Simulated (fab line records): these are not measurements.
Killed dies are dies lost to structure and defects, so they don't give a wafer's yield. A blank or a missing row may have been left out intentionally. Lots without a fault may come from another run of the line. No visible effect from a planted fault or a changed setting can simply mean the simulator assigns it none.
Chamber matching + flow n5-finfet + 4 sister chambers for N5_BEOL_M5_DESCUM_16 on rie-diel-05
The step chemistry O2, time 7 s. 20 wafers are shown with their chamber, then 10 later ones without.

== WAFERS WITH THEIR CHAMBER ==
| wafer  | chamber | drypump-motor-current-A (A) | showerhead-plenum-p-Torr (Torr) | oes-product-au (a.u.) |
|--------|---------|-----------------------------|---------------------------------|-----------------------|
| L076.1 | 2       | 6.5                         | 2.06                            | 0.92                  |
| L076.4 | 3       | 6.3                         | 2.02                            | 0.79                  |
| L076.6 | 3       | 6.3                         | 2.02                            | 0.79                  |
| L075.2 | 2       | 6.5                         | 2.06                            | 0.91                  |
| L075.5 | 3       | 6.3                         | 2.02                            | 0.78                  |
| L075.6 | 0       | 5.5                         | 2.15                            | 0.71                  |
| L078.1 | 2       | 6.5                         | 2.06                            | 0.91                  |
| L078.3 | 3       | 6.3                         | 2.02                            | 0.78                  |
| L078.5 | 0       | 5.4                         | 2.15                            | 0.71                  |
| L080.1 | 3       | 6.3                         | 2.02                            | 0.79                  |
| L080.3 | 0       | 5.5                         | 2.15                            | 0.71                  |
| L080.4 | 1       | 5.6                         | 2.02                            | 0.77                  |
| L081.1 | 2       | 6.5                         | 2.06                            | 0.89                  |
| L081.3 | 0       | 5.5                         | 2.15                            | 0.70                  |
| L081.5 | 0       | 5.5                         | 2.15                            | 0.69                  |
| L086.1 | 1       | 5.6                         | 2.01                            | 0.75                  |
| L086.2 | 3       | 6.3                         | 2.01                            | 0.77                  |
| L086.5 | 1       | 5.6                         | 2.01                            | 0.75                  |
| L088.2 | 0       | 5.5                         | 2.15                            | 0.69                  |
| L088.3 | 2       | 6.5                         | 2.05                            | 0.87                  |

SIGNATURES, as means of the wafers listed above
| reading                  | chamber 0 | chamber 1 | chamber 2 | chamber 3 | scatter within a chamber |
|--------------------------|-----------|-----------|-----------|-----------|--------------------------|
| drypump-motor-current-A  | 5.483     | 5.600     | 6.500     | 6.300     | 0.0228                   |
| showerhead-plenum-p-Torr | 2.1500    | 2.0133    | 2.0580    | 2.0183    | 0.00379                  |
| oes-product-au           | 0.7017    | 0.7567    | 0.9000    | 0.7833    | 0.013                    |
Rule: for a wafer and a chamber, the distance is found by dividing, reading by reading, the gap between the wafer's reading and the chamber's mean by the reading's scatter, squaring, summing and taking the root. The wafer belongs to the nearest chamber; if the next one is less than 2 further off, it can't be placed. The scatter: take each reading less its chamber's mean, square it, sum over the shown wafers, divide by the number of wafers less the number of chambers, and take the root.

== WAFERS WITHOUT THEIR CHAMBER ==
| wafer  | drypump-motor-current-A (A) | showerhead-plenum-p-Torr (Torr) | oes-product-au (a.u.) |
|--------|-----------------------------|---------------------------------|-----------------------|
| L088.5 | 5.5                         | 2.15                            | 0.69                  |
| L091.1 | 5.5                         | 2.14                            | 0.70                  |
| L091.3 | 5.6                         | 2.01                            | 0.75                  |
| L091.4 | 6.4                         | 2.01                            | 0.77                  |
| L093.2 | 6.5                         | 2.05                            | 0.85                  |
| L093.5 | 5.5                         | 2.14                            | 0.69                  |
| L093.6 | 6.3                         | 2.01                            | 0.76                  |
| L094.1 | 6.3                         | 2.01                            | 0.76                  |
| L094.4 | 6.5                         | 2.05                            | 0.86                  |
| L094.6 | 6.5                         | 2.05                            | 0.85                  |

== THE CHAMBER EACH PASSED THROUGH ==
| wafer  | from the rows above | in truth |
|--------|---------------------|----------|
| L088.5 | 0                   | 0        |
| L091.1 | 0                   | 0        |
| L091.3 | 1                   | 1        |
| L091.4 | 3                   | 3        |
| L093.2 | 2                   | 2        |
| L093.5 | 0                   | 0        |
| L093.6 | 3                   | 3        |
| L094.1 | 3                   | 3        |
| L094.4 | 2                   | 2        |
| L094.6 | 2                   | 2        |
Correctly placed: 10 of 10. Left unplaced by these rows: 0. Number placed wrongly: 0.
